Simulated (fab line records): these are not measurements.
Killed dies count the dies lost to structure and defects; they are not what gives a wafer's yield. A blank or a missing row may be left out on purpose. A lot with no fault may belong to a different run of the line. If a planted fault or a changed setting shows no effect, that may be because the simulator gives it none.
Tool commonality check	flow nand harc	Sampled: 2 lots, 6 wafers

## REASON FOR OPENING
Flagged at NHARC_END_SORT_01: reading killed at array, on 2 of 2 lots. No-fault wafers: 59, standard deviation 17.
Rule: flag the lot when none of its wafers has a number, or when each of its wafers that has one lies beyond 4 standard deviations from that mean. As for the other lots, they are considered sound.

lot	measured	on	killed at array, wafer by wafer	flag
L629	day 29 04:44	prober-01	672 670 672	FLAGGED
L630	day 29 05:31	prober-02	676 673 675	FLAGGED
The numbers of the flagged lots are 673 on average: +614 against the usual, or +36 standard deviations.

## WHICH TOOL EACH LOT WENT THROUGH
3 process steps preceding the reading are held in the record, out of 1302 steps in the route. Cell contents, in order: the tool; ch with the chambers the sampled wafers went through; the start.
lot	flag	NHARC_A_CHANNEL_HOLE_D1_DEP_00	NHARC_THIN_TSV_ETCH_44	NHARC_THIN_TSV_STRIP_56
L629	FLAGGED	acl dep-01 ch 0, day 12 12:22	no row	no row
L630	FLAGGED	acl dep-01 ch 0, day 12 20:58	no row	no row
What these steps do:
- NHARC_A_CHANNEL_HOLE_D1_DEP_00: deposits aC, target thk 3100 nm.
- NHARC_THIN_TSV_ETCH_44: etches the open film in CF4/O2, target depth 1594.2 nm, time 797.1 s.
- NHARC_THIN_TSV_STRIP_56: strips in O2.
- NHARC_END_SORT_01

## FLAGGED AGAINST TOTAL, ONE TOOL AT A TIME (gauges that did the reading follow at the end)
step	tool	lots run	flagged	share of the flagged lots	sound lots run after its first flagged lot
NHARC_A_CHANNEL_HOLE_D1_DEP_00	acl dep-01	2	2	all	0
NHARC_END_SORT_01	prober-01	1	1	some	0
NHARC_END_SORT_01	prober-02	1	1	some	0

## WHAT THE TABLE PERMITS
In the table, 1 row covers all flagged lots: acl dep-01 at NHARC_A_CHANNEL_HOLE_D1_DEP_00.
- acl dep-01 at NHARC_A_CHANNEL_HOLE_D1_DEP_00 ran 2 lots, 2 of them flagged. It ran no sound lot before its first flagged lot in this sample, so the start can't be narrowed down.
One tool is left: acl dep-01 at NHARC_A_CHANNEL_HOLE_D1_DEP_00.

## WHAT THE SIMULATOR HAD INSERTED
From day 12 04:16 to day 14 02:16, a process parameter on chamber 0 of acl dep-01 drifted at NHARC_A_CHANNEL_HOLE_D1_DEP_00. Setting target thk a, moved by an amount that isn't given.
Lots struck among those shown: L629, L630. Same finding as the rule above.
